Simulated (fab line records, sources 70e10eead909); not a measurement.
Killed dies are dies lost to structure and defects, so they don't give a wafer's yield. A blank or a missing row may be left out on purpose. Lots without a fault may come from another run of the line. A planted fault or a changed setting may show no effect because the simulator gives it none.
Which tool did it? | flow nand_harc | 14 lots, 42 wafers sampled, at 4 steps of a route of 1302

WHAT THE GAUGES READ, wafer by wafer
NHARC_END_SORT_01. Usual: killed_at_array 61, standard deviation 26; killed_at_other 0.8, standard deviation 1.1; killed_at_periphery 4.0, standard deviation 2.6; killed_dies 66, standard deviation 26; killed_open 3.1, standard deviation 1.7; killed_short 2.5, standard deviation 1.5.
lot  | measured     | on        | killed_at_array | killed_at_other | killed_at_periphery | killed_dies | killed_open | killed_short | flag
L314 | day 27 18:48 | prober-02 | 164 103 125     | 1 1 0           | 1 2 7               | 166 106 132 | 2 3 2       | 4 2 2        |
L316 | day 28 19:53 | prober-01 | 48 144 54       | 1 0 0           | 4 2 3               | 53 146 57   | 5 0 3       | 2 2 3        |

WHICH TOOL RAN EACH LOT (tool, then ch and the chambers of the sampled wafers, then the start)
lot  | NHARC_A_CONTACT_ETCH_135             | NHARC_THIN_TSV_STRIP_45              | NHARC_THIN_TSV_PVD_19
L306 | har_cap_etch-03 ch 0,1, day 22 09:25 | plasma_asher-01 ch 0,1, day 23 19:20 | pvd_sputter-03, no start
L307 | har_cap_etch-01 ch 0,1, day 22 10:14 | plasma_asher-02 ch 0,1, day 23 22:09 | pvd_sputter-01, no start
L309 | har_cap_etch-02 ch 0,1, day 22 23:13 | plasma_asher-02 ch 0,1, day 24 08:49 | pvd_sputter-01, no start
L308 | har_cap_etch-03 ch 0,1, day 23 00:49 | plasma_asher-01 ch 0,1, day 24 10:39 | pvd_sputter-01, no start
L310 | har_cap_etch-03 ch 0,1, day 23 13:49 | plasma_asher-02 ch 0,1, day 24 23:40 | pvd_sputter-01, no start
L314 | har_cap_etch-03 ch 0,1, day 25 17:41 | plasma_asher-02 ch 0,1, day 27 06:19 | pvd_sputter-01, day 27 18:48 or earlier
L316 | har_cap_etch-03 ch 0,1, day 26 17:23 | plasma_asher-02 ch 0,1, day 28 03:32 | pvd_sputter-03, day 28 19:53 or earlier
L317 | har_cap_etch-01 ch 0,1, day 27 09:52 | plasma_asher-02 ch 0,1, day 29 01:17 | pvd_sputter-02, no start
L323 | har_cap_etch-02 ch 0,1, day 29 00:46 | plasma_asher-01 ch 0,1, day 30 10:13 | pvd_sputter-02, no start
L322 | har_cap_etch-01 ch 0,1, day 29 05:16 | plasma_asher-02 ch 0,1, day 30 15:49 | pvd_sputter-02, no start
L324 | har_cap_etch-03 ch 0,1, day 29 13:22 | plasma_asher-02 ch 1, day 31 04:43   | pvd_sputter-02, no start
L327 | har_cap_etch-02 ch 0,1, day 30 17:28 | plasma_asher-02 ch 0,1, day 32 03:47 | pvd_sputter-02, no start
L329 | har_cap_etch-01 ch 0,1, day 31 01:56 | plasma_asher-02 ch 0,1, day 32 13:59 | pvd_sputter-03, no start
L328 | har_cap_etch-03 ch 0,1, day 31 09:58 | plasma_asher-02 ch 0,1, day 32 21:08 | pvd_sputter-03, no start
- NHARC_A_CONTACT_ETCH_135: etches the open film in C4F8/O2/Ar, time 311 s, target depth 1912 nm.
- NHARC_THIN_TSV_STRIP_45: strips in O2.
- NHARC_THIN_TSV_PVD_19: deposits TaN, target thk 20 nm.

WHAT THE TOOLS THEMSELVES READ (means of the sampled wafers that have a number; where no wafer has one, the mark that the record gives instead)
NHARC_THIN_TSV_STRIP_45. Usual: drypump_motor_current_A 5.4 A, standard deviation 0.41; heater_power_w 350 W, standard deviation 42.
lot  | tool            | drypump_motor_current_A (A) | heater_power_w (W) | flag
L306 | plasma_asher-01 | 5.1                         | 339                |
L307 | plasma_asher-02 | 5.5                         | 366                |
L309 | plasma_asher-02 | 5.3                         | 335                |
L308 | plasma_asher-01 | 5.2                         | 332                |
L310 | plasma_asher-02 | 5.5                         | 367                |
L314 | plasma_asher-02 | 5.3                         | 339                |
L316 | plasma_asher-02 | 5.5                         | 363                |
L317 | plasma_asher-02 | 5.5                         | 368                |
L323 | plasma_asher-01 | 5.5                         | 343                |
L322 | plasma_asher-02 | 5.5                         | 381                |
L324 | plasma_asher-02 | 5.8                         | 408                |
L327 | plasma_asher-02 | 5.6                         | 371                |
L329 | plasma_asher-02 | 5.5                         | 374                |
L328 | plasma_asher-02 | 5.3                         | 335                |

NHARC_THIN_TSV_PVD_19. Usual: throttle_valve_pct 30.4 %, standard deviation 0.87.
lot  | tool           | throttle_valve_pct (%) | flag
L306 | pvd_sputter-03 | 29.9                   |
L307 | pvd_sputter-01 | 30.6                   |
L309 | pvd_sputter-01 | 30.5                   |
L308 | pvd_sputter-01 | 30.8                   |
L310 | pvd_sputter-01 | 30.1                   |
L314 | pvd_sputter-01 | 29.8                   |
L316 | pvd_sputter-03 | 30.4                   |
L317 | pvd_sputter-02 | 30.8                   |
L323 | pvd_sputter-02 | 30.6                   |
L322 | pvd_sputter-02 | 30.8                   |
L324 | pvd_sputter-02 | 30.6                   |
L327 | pvd_sputter-02 | 30.7                   |
L329 | pvd_sputter-03 | 30.1                   |
L328 | pvd_sputter-03 | 30.3                   |

THE ANSWER, worked out from the rows above alone
Rule: a lot is off if the mean of its wafers that have a number lies more than 3 standard deviations from the usual mean. A lot without any number at a reading at which 4 lots or more have one is off too. The other lots that the step has rows for count as sound. The gauges are gone through in route order, then the tools' own readings, and for those a lot's mean is taken as printed above. The first step at which some lot is off is used, and at that step the reading that is off furthest; a lot without a number counts as furthest.
No lot is off at any reading shown: from this, nothing can be told.

WHAT THE SIMULATOR HAD PUT IN
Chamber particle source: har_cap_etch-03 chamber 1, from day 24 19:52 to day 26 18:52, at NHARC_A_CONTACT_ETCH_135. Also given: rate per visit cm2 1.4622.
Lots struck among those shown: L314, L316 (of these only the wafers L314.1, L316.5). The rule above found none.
